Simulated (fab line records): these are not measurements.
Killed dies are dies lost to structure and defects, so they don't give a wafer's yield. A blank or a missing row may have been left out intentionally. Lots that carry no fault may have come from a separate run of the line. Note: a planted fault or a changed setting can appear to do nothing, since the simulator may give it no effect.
fab line records ; flow n5Finfet
[record] lots = 7; wafers = 20; lastDay = 18
route steps=1938 shown HKMG_FIN@457 GATE_CUT@465 BEOL_M4@1111 PASSIVATION@1936
lots untouched by any fault: they come from a run of this same line in which no faults occurred
startH: start of the lot's first displayed wafer, in hours after the record's first day ; waitH: hours elapsed since this lot's preceding step ; " identical to the entry in the row above ; L1.1+2: a row that stands for several wafers ; - no value present, or no start provided ; * or withheld: withheld ; < > ~ a bound
route shown NAME@n: NAME is a module with steps in the file, n the number in the route of the first one ; usual: average and standard deviation across the fault-free wafers ; same: alike in all rows ; chamber/n: place in a boat ; sites: readings site by site ; _std_site: the values' standard deviation ; _edge_site: mean of outer sites minus mean of inner sites ; radiusMm: how far each site lies from the wafer's centre ; mask NAME#n: copy n ; behind: the tool/chamber that last shaped the wafer ; hold: why the lot was held/for how many hours/how that ended ; device: which transistor (n, p or np) failed to switch ; end of line: the same wafers' tests at the end of the route ; a step without rows: its recipe alone ; killed: dies lost to structure and defects at the first sort, not the wafer's yield ; map: per-die view of a wafer (x killed, . not killed, _ where there is no die)
set.NAME: setting as actually run; set.NAME@STEP: the setting as run at that earlier step ; model.NAME: the simulator's own value behind a step, which no gauge read
lots at selected steps of the route; one table per step, one row per wafer
services: a tool's chamber out of use, with start hour (startH, from the record's first day; less than 0 if before it), hours out, and reason
[[steps]]
[step N5_HKMG_FIN_ALD_72]
[recipe] material = W; targetThkA = 20; tempC = 300; pressureTorr = 7.5; aldPrecursorFamily = WF6; aldCoReactant = B2H6; pulseTimeS = 1; purgeTimeS = 2; coReactantPurgeTimeS = 2; coReactantPulseTimeS = 3; aldCycles = 7
[step N5_HKMG_FIN_W_FILL_22]
[recipe] material = W; targetThkA = 600; tempC = 400; pressureTorr = 39.4; timeS = 18.2
[step N5_HKMG_FIN_PRECLEAN_83]
[recipe] chemistry = DIW; timeS = 57.5; tempC = 23
[step N5_HKMG_FIN_SRD_84]
[recipe] dryTimeS = 32; dry = n2Spin; spinRpm = 1500
[step N5_HKMG_FIN_CMP_23]
[recipe] stopOn = SiNx; tOverpolishS = 10; postCmpClean = rinseOnly; downForcePsi = 4; platenRpm = 50.289; padVelocityMS = 1.0006; targetThkNm = 46.326
[usual] motorCurrentA = 11.9/0.97; overpolishRunS = 10.001/0.0091; timeToEndpointS = 11.9/2.1
lot.wafer;tool;chamber;startH;waitH;motorCurrentA;overpolishRunS;timeToEndpointS
L886.4;cmp-02;0;134.58;0.1;12.2;10.000;10.8
L886.2;cmp-02;2;134.58;0.1;11.6;10.001;10.0
L886.6;cmp-02;3;134.58;0.1;12.0;10.005;13.7
L887.1;cmp-04;1;136.50;0.1;11.9;10.006;12.7
L887.2;cmp-04;3;136.50;0.1;13.5;9.998;11.3
L887.5;cmp-04;0;136.50;0.1;11.5;10.030;12.4
L888.1;cmp-01;0;143.25;0.1;13.3;9.995;11.5
L888.4;cmp-01;1;143.25;0.1;10.6;9.999;13.5
L888.2;cmp-01;2;143.25;0.1;13.0;10.006;7.6
L891.2;cmp-02;3;161.68;0.0;12.1;10.001;13.7
L891.6;cmp-02;3;161.68;0.0;11.5;9.993;14.5
L891.5;cmp-02;0;161.68;0.0;12.2;9.995;12.9
L892.3;cmp-04;3;171.13;0.0;12.1;10.012;12.2
L892.6;cmp-04;3;171.13;0.0;11.9;9.990;11.5
L895.4;cmp-02;1;200.86;0.3;10.2;10.001;11.5
L895.5;cmp-02;2;200.86;0.3;10.8;10.011;10.7
L895.6;cmp-02;3;200.86;0.3;13.0;9.997;11.5
L900.2;cmp-01;0;219.10;0.1;13.3;9.995;11.7
L900.4;cmp-01;1;219.10;0.1;10.4;10.004;14.4
L900.5;cmp-01;0;219.10;0.1;13.1;10.001;12.1
[step N5_HKMG_FIN_CMP_94]
[recipe] stopOn = SiNx; postCmpClean = wDiluteNh4oh; tOverpolishS = 4.7; downForcePsi = 4; platenRpm = 50.289; padVelocityMS = 1.0006; targetThkNm = 43.299
[step N5_HKMG_FIN_INSPECT_28]
[recipe] inspectInstrument = darkfield; mode = postCmp
[usual] rawDefectCount = 40/18
lot.wafer;tool;chamber;startH;waitH;rawDefectCount
L886.2;defectInspect-02;-;135.21;0.0;32
L886.4;defectInspect-02;-;135.21;0.0;53
L886.6;defectInspect-02;-;135.21;0.0;30
L887.1;defectInspect-02;-;137.14;0.0;34
L887.2;defectInspect-02;-;137.14;0.0;55
L887.5;defectInspect-02;-;137.14;0.0;42
L888.1;defectInspect-02;-;143.88;0.0;89
L888.2;defectInspect-02;-;143.88;0.0;51
L888.4;defectInspect-02;-;143.88;0.0;43
L891.2;defectInspect-01;-;162.39;0.0;50
L891.5;defectInspect-01;-;162.39;0.0;42
L891.6;defectInspect-01;-;162.39;0.0;33
L892.3;defectInspect-02;-;171.84;0.0;21
L892.6;defectInspect-02;-;171.84;0.0;21
L895.4;defectInspect-02;-;201.33;0.0;26
L895.5;defectInspect-02;-;201.33;0.0;73
L895.6;defectInspect-02;-;201.33;0.0;42
L900.2;defectInspect-01;-;219.73;0.0;25
L900.4;defectInspect-01;-;219.73;0.0;23
L900.5;defectInspect-01;-;219.73;0.0;17
[step N5_GATE_CUT_ETCHBACK_00]
[recipe] chemistry = SF6/Cl2; target = W; pressureMtorr = 8; icpW = 900; biasW = 80; SF6_flow_sccm = 40; Cl2_flow_sccm = 60
[usual] drypumpMotorCurrentA = 6.06/0.22; oesProductAu = 0.73/0.12; throttleValvePct = 27.55/0.25
lot.wafer;tool;chamber;startH;waitH;drypumpMotorCurrentA;oesProductAu;rfHoursCounterH;throttleValvePct
L886.2;rieMetal-03;1;135.25;0.0;5.99;0.81;30;27.44
L886.4;rieMetal-03;1;135.25;0.0;5.99;0.82;-;27.47
L886.6;rieMetal-03;1;135.25;0.0;6.02;0.82;-;27.44
L887.1;rieMetal-02;0;137.17;0.0;5.78;0.61;124;28.03
L887.2;rieMetal-02;1;137.17;0.0;5.47;0.64;102;27.59
L887.5;rieMetal-02;1;137.17;0.0;5.45;0.64;-;27.59
L888.1;rieMetal-03;1;143.92;0.0;5.97;0.81;31;27.44
L888.2;rieMetal-03;0;143.92;0.0;6.13;0.63;115;27.71
L888.4;rieMetal-03;0;143.92;0.0;6.12;0.63;-;27.73
L891.2;rieMetal-03;1;162.42;0.0;5.98;0.80;34;27.45
L891.5;rieMetal-03;1;162.42;0.0;6.00;0.80;-;27.45
L891.6;rieMetal-03;0;162.42;0.0;6.11;0.63;-;27.72
L892.3;rieMetal-03;0;171.92;0.1;6.15;0.63;-;27.73
L892.6;rieMetal-03;0;171.92;0.1;6.15;0.62;-;27.74
L895.4;rieMetal-01;0;201.40;0.1;6.25;0.78;-;27.20
L895.5;rieMetal-01;0;201.40;0.1;6.23;0.79;-;27.20
L895.6;rieMetal-01;1;201.40;0.1;6.17;0.97;-;27.45
L900.2;rieMetal-03;0;219.76;0.0;6.18;0.63;122;27.74
L900.4;rieMetal-03;1;219.76;0.0;5.97;0.80;-;27.45
L900.5;rieMetal-03;0;219.76;0.0;6.16;0.62;-;27.73
[step N5_GATE_CUT_ETCH_56]
[recipe] chemistry = Cl2/Ar; target = TiN; targetDepthA = 216; pressureMtorr = 10; icpW = 600; biasW = 60; Cl2_flow_sccm = 40; Ar_flow_sccm = 60
[usual] drypumpMotorCurrentA = 6.06/0.23; oes_ar_750_au = 0.71/0.12; oesProductAu = 0.73/0.12; throttleValvePct = 20.87/0.18
lot.wafer;tool;chamber;startH;waitH;drypumpMotorCurrentA;oes_ar_750_au;oesProductAu;rfHoursCounterH;throttleValvePct
L886.2;rieMetal-03;1;135.37;0.1;6.01;0.79;0.79;30;20.84
L886.4;rieMetal-03;1;135.37;0.1;5.98;0.79;0.80;-;20.85
L886.6;rieMetal-03;1;135.37;0.1;6.00;0.79;0.80;-;20.85
L887.1;rieMetal-02;0;137.29;0.1;5.79;0.58;0.59;124;21.20
L887.2;rieMetal-02;1;137.29;0.1;5.46;0.61;0.61;102;20.97
L887.5;rieMetal-02;1;137.29;0.1;5.45;0.61;0.61;-;20.97
L888.1;rieMetal-03;1;144.04;0.1;6.00;0.78;0.79;32;20.85
L888.2;rieMetal-03;0;144.04;0.1;6.15;0.60;0.61;115;20.95
L888.4;rieMetal-03;0;144.04;0.1;6.15;0.60;0.61;-;20.96
L891.2;rieMetal-03;1;162.54;0.1;5.96;0.78;0.79;34;20.85
L891.5;rieMetal-03;1;162.54;0.1;6.00;0.77;0.79;-;20.86
L891.6;rieMetal-03;0;162.54;0.1;6.12;0.60;0.62;-;20.94
L892.3;rieMetal-03;0;172.03;0.1;6.13;0.60;0.61;-;20.97
L892.6;rieMetal-03;0;172.03;0.1;6.14;0.59;0.62;-;20.95
L895.4;rieMetal-01;0;201.51;0.1;6.23;0.75;0.77;-;20.66
L895.5;rieMetal-01;0;201.51;0.1;6.24;0.75;0.77;-;20.66
L895.6;rieMetal-01;1;201.51;0.1;6.18;0.97;0.96;-;20.69
L900.2;rieMetal-03;0;219.88;0.1;6.12;0.60;0.61;122;20.93
L900.4;rieMetal-03;1;219.88;0.1;5.97;0.76;0.77;-;20.86
L900.5;rieMetal-03;0;219.88;0.1;6.14;0.59;0.61;-;20.95
[step N5_GATE_CUT_ETCHBACK_30]
[recipe] chemistry = Cl2/Ar; target = TiN; targetDepthA = 30; mode = isotropic; pressureMtorr = 10; icpW = 600; biasW = 60; Cl2_flow_sccm = 40; Ar_flow_sccm = 60
[usual] drypumpMotorCurrentA = 6.05/0.22; oes_ar_750_au = 0.71/0.12; oesProductAu = 0.73/0.12; throttleValvePct = 20.87/0.18
lot.wafer;tool;chamber;startH;waitH;drypumpMotorCurrentA;oes_ar_750_au;oesProductAu;rfHoursCounterH;throttleValvePct
L886.2;rieMetal-03;1;135.46;0.1;5.97;0.79;0.81;30;20.84
L886.4;rieMetal-03;1;135.46;0.1;5.97;0.79;0.80;-;20.85
L886.6;rieMetal-03;1;135.46;0.1;5.97;0.79;0.80;-;20.85
L887.1;rieMetal-02;0;137.38;0.1;5.79;0.58;0.60;124;21.15
L887.2;rieMetal-02;1;137.38;0.1;5.48;0.61;0.62;102;20.95
L887.5;rieMetal-02;1;137.38;0.1;5.46;0.61;0.62;-;20.98
L888.1;rieMetal-03;1;144.13;0.1;6.00;0.79;0.79;32;20.87
L888.2;rieMetal-03;0;144.13;0.1;6.14;0.60;0.62;115;20.95
L888.4;rieMetal-03;0;144.13;0.1;6.14;0.61;0.62;-;20.95
L891.2;rieMetal-03;1;162.63;0.1;5.98;0.78;0.79;34;20.87
L891.5;rieMetal-03;1;162.63;0.1;6.00;0.77;0.79;-;20.86
L891.6;rieMetal-03;0;162.63;0.1;6.12;0.60;0.61;-;20.95
L892.3;rieMetal-03;0;172.10;0.0;6.16;0.60;0.61;-;20.97
L892.6;rieMetal-03;0;172.10;0.0;6.16;0.60;0.62;-;20.95
L895.4;rieMetal-01;0;201.58;0.0;6.27;0.75;0.78;-;20.66
L895.5;rieMetal-01;0;201.58;0.0;6.26;0.75;0.77;-;20.66
L895.6;rieMetal-01;1;201.58;0.0;6.17;0.96;0.97;-;20.67
L900.2;rieMetal-03;0;219.97;0.1;6.13;0.59;0.61;122;20.94
L900.4;rieMetal-03;1;219.97;0.1;6.00;0.76;0.77;-;20.87
L900.5;rieMetal-03;0;219.97;0.1;6.13;0.60;0.61;-;20.96
[step N5_GATE_CUT_VAPOR_ETCH_60]
[recipe] chemistry = BCl3/Cl2; target = HfO2; mode = isotropic
[step N5_GATE_CUT_ETCH_58]
[recipe] chemistry = CH3F/O2; target = SiNx; targetDepthA = 170; timeS = 128.6; ionEnergyEv = 50; pressureMtorr = 30; sourceW = 415; biasW = 21; Ar_flow_sccm = 150; CH3F_flow_sccm = 30; O2_flow_sccm = 20
[usual] drypumpMotorCurrentA = 5.6/0.56; oesProductAu = 0.78/0.082; rfVppV = 99.1/1.1; showerheadPlenumPTorr = 2.01/0.059; throttleValvePct = 16.32/0.23
lot.wafer;tool;chamber;startH;waitH;drypumpMotorCurrentA;oesProductAu;rfHoursCounterH;rfVppV;showerheadPlenumPTorr;throttleValvePct;model.etch.depthNm;model.SiNx_of_SDB_ALD_29.thkNm
L886.2;rieDiel-01;2;135.54;0.0;6.0;0.82;74;99.1;2.04;16.33;17.36;24.4
L886.4;rieDiel-01;0;135.54;0.0;5.2;0.77;138;100.9;2.01;16.61;17.25;24.6
L886.6;rieDiel-01;0;135.54;0.0;5.2;0.79;-;99.3;2.01;16.59;17.5;24.6
L887.1;rieDiel-03;0;137.46;0.0;6.5;0.68;236;99.2;2.05;16.25;16.98;24.4
L887.2;rieDiel-03;2;137.46;0.0;6.6;0.69;223;99.1;1.99;16.60;16.91;24.4
L887.5;rieDiel-03;2;137.46;0.0;6.6;0.69;-;98.8;1.99;16.60;16.84;24.4
L888.1;rieDiel-06;2;144.21;0.0;4.9;0.94;20;98.6;1.96;15.80;17.57;24.4
L888.2;rieDiel-06;1;144.21;0.0;5.0;0.73;202;100.7;1.98;16.34;16.83;24.6
L888.4;rieDiel-06;0;144.21;0.0;6.2;0.76;160;97.8;1.92;16.50;16.74;24.6
L891.2;rieDiel-01;0;162.71;0.0;5.2;0.77;147;98.2;2.01;16.62;17.35;24.6
L891.5;rieDiel-01;2;162.71;0.0;6.0;0.81;-;99.9;2.03;16.35;12.88;25.4
L891.6;rieDiel-01;3;162.71;0.0;5.9;0.73;-;98.0;1.91;16.43;12.2;25.4
L892.3;rieDiel-01;3;172.17;0.0;5.9;0.73;187;98.3;1.91;16.44;16.47;24.6
L892.6;rieDiel-01;3;172.17;0.0;5.9;0.73;-;98.0;1.91;16.45;12.08;25.2
L895.4;rieDiel-01;3;201.65;0.0;5.9;0.72;196;99.0;1.91;16.45;16.27;24.8
L895.5;rieDiel-01;0;201.65;0.0;5.2;0.76;-;99.1;2.00;16.63;12.8;25.2
L895.6;rieDiel-01;1;201.65;0.0;4.8;0.69;-;100.5;2.05;16.30;12.23;25.6
L900.2;rieDiel-03;3;220.05;0.0;5.5;0.69;222;98.9;2.06;16.56;16.91;24.6
L900.4;rieDiel-03;3;220.05;0.0;5.5;0.69;-;99.2;2.06;16.57;17.03;24.6
L900.5;rieDiel-03;1;220.05;0.0;5.7;0.89;-;98.2;2.04;16.04;16.86;24.4
[step N5_GATE_CUT_STRIP_59]
[recipe] chemistry = N2/H2; timeS = 20; powerW = 100; tempC = 40; pressureMtorr = 100; rfFrequencyHz = 6e+07; biasPowerW = 3; n2FlowSccm = 300; h2FlowSccm = 300
[usual] drypumpMotorCurrentA = 5.7/0.56; oesProductAu = 0.78/0.082; rfVppV = 45.4/0.88; showerheadPlenumPTorr = 3.39/0.098; tempC = 40.01/0.11; throttleValvePct = 12.21/0.22
lot.wafer;tool;chamber;startH;waitH;drypumpMotorCurrentA;oesProductAu;rfHoursCounterH;rfVppV;showerheadPlenumPTorr;tempC;throttleValvePct
L886.2;rieDiel-01;2;135.64;0.1;6.0;0.82;74;45.5;3.40;40.05;12.12
L886.4;rieDiel-01;0;135.64;0.1;5.2;0.78;138;45.8;3.38;40.11;12.39
L886.6;rieDiel-01;0;135.64;0.1;5.2;0.77;-;44.2;3.38;40.00;12.38
L887.1;rieDiel-03;0;137.56;0.1;6.5;0.68;236;45.2;3.48;39.96;12.44
L887.2;rieDiel-03;2;137.56;0.1;6.6;0.68;224;45.8;3.33;39.97;12.41
L887.5;rieDiel-03;2;137.56;0.1;6.6;0.68;-;44.4;3.33;40.07;12.41
L888.1;rieDiel-06;2;144.31;0.1;4.9;0.94;20;45.0;3.32;40.01;11.72
L888.2;rieDiel-06;1;144.31;0.1;5.1;0.74;202;45.8;3.33;39.86;12.22
L888.4;rieDiel-06;0;144.31;0.1;6.2;0.76;161;45.9;3.22;39.99;12.36
L891.2;rieDiel-01;0;162.82;0.1;5.2;0.76;147;46.7;3.38;40.09;12.41
L891.5;rieDiel-01;2;162.82;0.1;6.0;0.81;-;44.8;3.40;40.11;12.11
L891.6;rieDiel-01;3;162.82;0.1;5.9;0.75;-;45.7;3.25;39.89;12.40
L892.3;rieDiel-01;3;172.27;0.1;5.9;0.74;187;45.5;3.25;40.16;12.39
L892.6;rieDiel-01;3;172.27;0.1;5.9;0.73;-;45.5;3.25;39.98;12.39
L895.4;rieDiel-01;3;201.75;0.1;6.0;0.73;196;46.2;3.24;40.00;12.43
L895.5;rieDiel-01;0;201.75;0.1;5.2;0.75;-;45.6;3.37;40.12;12.45
L895.6;rieDiel-01;1;201.75;0.1;4.9;0.69;-;44.4;3.48;40.19;12.28
L900.2;rieDiel-03;3;220.15;0.1;5.5;0.69;222;46.4;3.48;39.88;12.54
L900.4;rieDiel-03;3;220.15;0.1;5.4;0.69;-;44.5;3.48;39.88;12.54
L900.5;rieDiel-03;1;220.15;0.1;5.7;0.88;-;46.2;3.44;40.14;11.97
[step N5_BEOL_M4_RC_MEAS_101]
[usual] DIBL_N = 36.2/1.6; DIBL_P = 36.5/1.9; IOFF_N = 0.158/0.027; IOFF_P = 0.21/0.038; ION_N = 675/12; ION_P = 464/8.9; SS_N = 71.5/0.61; SS_P = 73.4/0.59; VT_N = 250.4/3; VT_P = -250/3.6
lot.wafer;tool;chamber;startH;waitH;DIBL_N[mV/V];DIBL_P[mV/V];IOFF_N[nA/um];IOFF_P[nA/um];ION_N[uA/um];ION_P[uA/um];SS_N[mV/dec];SS_P[mV/dec];VT_N[mV];VT_P[mV]
L887.1;prober-01;0;217.14;0.0;35.5;36.4;0.158;0.21;680;466;71.2;73.9;246.9;-249
L887.2;prober-01;0;217.14;0.0;35.6;35.0;0.150;0.19;670;462;71.5;73.3;250.5;-250
L887.5;prober-01;0;217.14;0.0;34.7;35.9;0.143;0.20;681;469;71.5;73.5;249.4;-252
L886.2;prober-02;0;219.14;0.2;33.5;33.8;0.121;0.16;666;456;71.6;73.7;253.3;-253
L886.4;prober-02;0;219.14;0.2;37.5;40.1;0.211;0.26;686;471;71.5;74.4;246.2;-247
L886.6;prober-02;0;219.14;0.2;36.1;37.4;0.163;0.22;684;467;71.0;73.6;250.5;-250
L888.1;prober-01;0;227.46;0.0;36.1;36.1;0.162;0.20;683;463;71.3;73.5;247.1;-251
L888.2;prober-01;0;227.46;0.0;36.6;36.7;0.168;0.20;682;462;71.3;73.3;247.3;-246
L888.4;prober-01;0;227.46;0.0;37.8;39.3;0.206;0.26;706;486;71.6;74.4;245.4;-246
L891.2;prober-01;0;255.40;0.2;38.5;39.4;0.208;0.28;680;473;72.2;74.3;245.6;-246
L891.5;prober-01;0;255.40;0.2;38.5;40.3;0.212;0.31;684;476;72.4;73.7;245.3;-244
L891.6;prober-01;0;255.40;0.2;38.3;40.2;0.207;0.32;690;483;71.5;74.5;246.2;-244
L892.3;prober-02;0;275.40;0.3;32.6;33.1;0.108;0.15;663;454;71.3;73.0;252.2;-255
L892.6;prober-02;0;275.40;0.3;35.5;35.9;0.148;0.19;669;459;72.0;73.0;248.8;-251
L895.4;prober-01;0;281.71;0.5;37.5;38.3;0.174;0.26;692;475;71.1;74.4;245.8;-245
L895.5;prober-01;0;281.71;0.5;37.9;38.2;0.169;0.25;690;481;71.9;73.6;249.3;-247
L895.6;prober-01;0;281.71;0.5;35.0;35.0;0.132;0.20;672;461;71.0;72.5;254.3;-248
L900.2;prober-01;0;313.16;0.2;37.9;38.1;0.188;0.26;677;468;72.0;73.1;250.6;-247
L900.4;prober-01;0;313.16;0.2;38.5;39.4;0.212;0.30;686;477;72.1;74.5;246.6;-245
L900.5;prober-01;0;313.16;0.2;36.0;36.8;0.159;0.24;672;469;71.3;73.4;250.9;-247
[step N5_PASSIVATION_PROBE_49]
[usual] defectLimitedYield = 91.3/1.7; killed_at_M0_to_M3 = 33/11; killed_at_M4_up = 14/5.5; killedAtContacts = 13/6.5; killedAtFrontEnd = 39/13; killedAtOther = 3.4/2.9; killedDies = 103/20; killedOpen = 69/15; killedShort = 32/8.1; sort_bin_5_function = 5.1/1.1; sort_bin_6_memory = 3.3/0.74; sort_bin_8_speed = 0.00/0.014; sortNPass = 1077/20; sortYieldPct = 91.3/1.7
[same] grossDies = 1180; killedAtBackSide = 0; sort_bin_4_leakage[%] = 0
lot.wafer;tool;chamber;startH;waitH;defectLimitedYield[%];killed_at_M0_to_M3;killed_at_M4_up;killedAtContacts;killedAtFrontEnd;killedAtOther;killedDies;killedOpen;killedShort;sort_bin_5_function[%];sort_bin_6_memory[%];sort_bin_8_speed[%];sortNPass;sortYieldPct[%]
L891.2;prober-01;-;362.33;0.1;91.2;20;24;8;51;1;104;65;37;5.0;3.3;0;1076;91.2
L891.6;prober-01;-;362.53;0.3;92.7;21;13;7;43;2;86;67;18;4.9;2.4;0;1094;92.7
L892.3;prober-01;-;378.24;0.1;91.7;37;8;5;47;1;98;62;31;5.4;2.2;0;1082;91.7
L892.6;prober-01;-;378.39;0.3;89.9;35;13;5;64;2;119;84;30;5.1;4.7;0;1061;89.9
// killed by level:class
L891.2 STI_FIN_REVEAL:geometricParticle:open=15 STI_FIN_REVEAL:geometricParticle:short=7 BEOL_M3:geometricParticle:open=7 BEOL_M4:geometricParticle:open=7 GATE_CUT:geometricParticle:open=6 GATE_CUT:geometricParticle:short=6 MOL_CONTACT_COAG:geometricParticle:open=6 BEOL_M7:geometricParticle:open=5
L891.6 STI_FIN_REVEAL:geometricParticle:open=11 FIN_SAQP:geometricParticle:open=10 BEOL_M1:geometricParticle:open=9 FIN_SAQP:geometricParticle:short=7 MOL_CONTACT_COAG:geometricParticle:open=6 BEOL_M9:geometricParticle:open=4 STARTING-WAFER:geometricParticle:open=4 GATE_CUT:geometricParticle:open=3
L892.3 FIN_SAQP:geometricParticle:open=12 FIN_SAQP:geometricParticle:short=12 BEOL_M2:geometricParticle:open=10 BEOL_M1:geometricParticle:open=9 STI_FIN_REVEAL:geometricParticle:open=7 BEOL_M0_SAQP:geometricParticle:short=7 BEOL_M0_SAQP:geometricParticle:open=6 MOL_CONTACT_COAG:geometricParticle:open=4
L892.6 FIN_SAQP:geometricParticle:open=26 BEOL_M0_SAQP:geometricParticle:open=12 FIN_SAQP:geometricParticle:short=9 STI_FIN_REVEAL:geometricParticle:open=9 BEOL_M2:geometricParticle:open=8 BEOL_M0_SAQP:geometricParticle:short=7 DUMMY_GATE:geometricParticle:open=5 BEOL_M3:geometricParticle:open=5
[[services]]
tool;chamber;startH;hours;kind
rieDiel-03;-;116.21;0.6;repair
rieDiel-03;-;123.78;2.8;pm
cmp-01;-;139.82;0.6;repair
rieMetal-02;-;149.58;14.6;pm
cmp-01;-;150.76;0.7;repair
rieMetal-01;1;152.42;-;clean
rieMetal-01;1;152.42;22.0;scheduledDown
cmp-02;-;157.47;4.0;pm
cmp-04;-;160.14;5.4;pm
rieDiel-06;0;160.21;2.8;repair
rieMetal-02;-;166.89;0.1;repair
cmp-02;-;167.32;0.3;repair
cmp-01;-;174.40;0.5;repair
rieDiel-03;0;178.59;-;clean
rieDiel-03;0;178.59;-;consumableReplace:focusRing
rieDiel-03;0;178.59;26.3;scheduledDown
rieDiel-03;0;178.59;26.3;ventCycle
cmp-02;-;182.42;8.2;pm
cmp-01;-;194.96;4.0;pm
rieDiel-06;0;213.00;3.4;repair
rieDiel-03;2;217.30;-;clean
rieDiel-03;2;217.30;-;consumableReplace:focusRing
rieDiel-03;2;217.30;20.1;scheduledDown
rieDiel-03;2;217.30;20.1;ventCycle
[[key]]
firstSign none at tools or gauges
[modelEffect] step = N5_GATE_CUT_ETCH_58; value = etch.depthNm; without = 16.73; struck = 12.44
metAt N5_GATE_CUT_ETCH_58
struckWafers L891.5,L891.6,L892.6,L895.5,L895.6
onsetBetween 135.54 162.71
[fault] kind = processParameterDrift; tool = rieDiel-01; chamber = -; onsetH = 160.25; steps = N5_GATE_CUT_ETCH_58; channel = timeS; offset = *; shape = step; endH = 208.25; scope = struckWafersOnly; actsIn = *; stated = *
